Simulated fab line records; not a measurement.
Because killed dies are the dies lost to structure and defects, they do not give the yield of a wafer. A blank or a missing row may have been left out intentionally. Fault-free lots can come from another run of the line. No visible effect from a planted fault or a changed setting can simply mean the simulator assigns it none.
Split-lot study | flow n5Finfet | on a route of 1938 steps: 7 lots, 21 wafers read

## THE SPLIT
At N5_PASSIVATION_EXPOSE_07 (exposes mask TV, defocus 0 nm, target cd 3000 nm), the setting doseMj was moved away from the recipe's 22.75 on 9 of the 21 wafers read, by -5.0% to +5.6%. All remaining wafers had this setting at the recipe value.

## FROM THE SPLIT TO THE READING: what the file shows between them, 3 steps
- N5_PASSIVATION_PEB_08 (also split here: pebTimeS)
- N5_PASSIVATION_DEVELOP_09: develop time 60 s
- N5_PASSIVATION_HARDBAKE_11: time 120 s

## THE READING
Shown in nm: cdNm at N5_PASSIVATION_CD_MEAS_10, with target cd 3000 nm. Fault-free wafers of this fab line usually give 3000.3 nm, standard deviation 2.1 nm.

wafer  | tool, chamber at the split | doseMj as run | against the recipe | cdNm, nm | against lot-mates on the recipe
L076.4 | krfScanner-01, 0           | 21.62         | -5.0%              | 2991.8   | -12.5
L076.5 | krfScanner-01, 0           | 21.62         | -5.0%              | 2992.1   | -12.2
L076.6 | krfScanner-01, 0           | 22.75         | recipe             | 3004.3   | -
L079.2 | krfScanner-02, 0           | 22.75         | recipe             | 3001.3   | -
L079.3 | krfScanner-02, 0           | 21.84         | -4.0%              | 2990.3   | -10.1
L079.4 | krfScanner-02, 0           | 22.75         | recipe             | 2999.6   | -
L080.1 | krfScanner-01, 0           | 22.75         | recipe             | 2998.5   | -
L080.3 | krfScanner-01, 0           | 22.02         | -3.2%              | 2995.3   | -2.4
L080.6 | krfScanner-01, 0           | 22.75         | recipe             | 2996.9   | -
L084.1 | krfScanner-01, 0           | 21.76         | -4.4%              | 2990.1   | no lot-mate on the recipe
L084.2 | krfScanner-01, 0           | 21.76         | -4.4%              | 2990.5   | no lot-mate on the recipe
L084.4 | krfScanner-01, 0           | 21.76         | -4.4%              | 2990.6   | no lot-mate on the recipe
L088.3 | krfScanner-01, 0           | 24.03         | +5.6%              | 3015.8   | +11.9
L088.4 | krfScanner-01, 0           | 24.03         | +5.6%              | 3015.2   | +11.3
L088.5 | krfScanner-01, 0           | 22.75         | recipe             | 3003.9   | -
L087.2 | krfScanner-01, 0           | 22.75         | recipe             | 2999.9   | -
L087.3 | krfScanner-01, 0           | 22.75         | recipe             | 3001.3   | -
L087.4 | krfScanner-01, 0           | 22.75         | recipe             | 3001.1   | -
L092.1 | krfScanner-02, 0           | 22.75         | recipe             | 3001.5   | -
L092.2 | krfScanner-02, 0           | 22.75         | recipe             | 2998.7   | -
L092.3 | krfScanner-02, 0           | 22.75         | recipe             | 2998.5   | -

FIT RESULTS
A straight line over all 21 wafers: cdNm changes by +2.31 nm for each +1% of doseMj; r = +0.96; the points scatter about the line by 2.1 nm.
The same after taking each lot's own level away (the mean of its wafers on the recipe; 18 wafers): +2.17 nm for each +1%; r = +0.97; scatter 1.5 nm.
According to that fit, moving doseMj by its largest amount changes the reading by 12 nm.
From 2997.70 to 3004.30 nm: that is the span of the lots' own levels, equal to 3.1 times the standard deviation above.
Hence the lot-to-lot level has little effect on the slope; both slopes agree.
Check: +12.2 nm against its lot-mates is what the line predicts for one of the wafers moved furthest among these (+5.6%) when that wafer is left out of the fit. Against them it came out at +11.9 nm.

## OTHER SPLITS ON THESE WAFERS
Other splits were also applied to these wafers ahead of the reading. Each is held against what the fit with the lots' levels taken away leaves over:
other split on the same wafers      | wafers away from the commonest value | r with cdNm (lot level and that fit taken away)
N5_BEOL_M14_DEVELOP_27 developTimeS | 8                                    | +0.29
N5_BEOL_M15_COAT_22 spinRpm         | 7                                    | +0.12
N5_BEOL_M15_EXPOSE_25 doseMj        | 9                                    | -0.58
N5_PASSIVATION_PEB_08 pebTimeS      | as run: not given for these wafers   | -

## THE FILE'S OWN FIT
cdNm changes by +2.11 nm for each +1% of doseMj, r = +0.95.
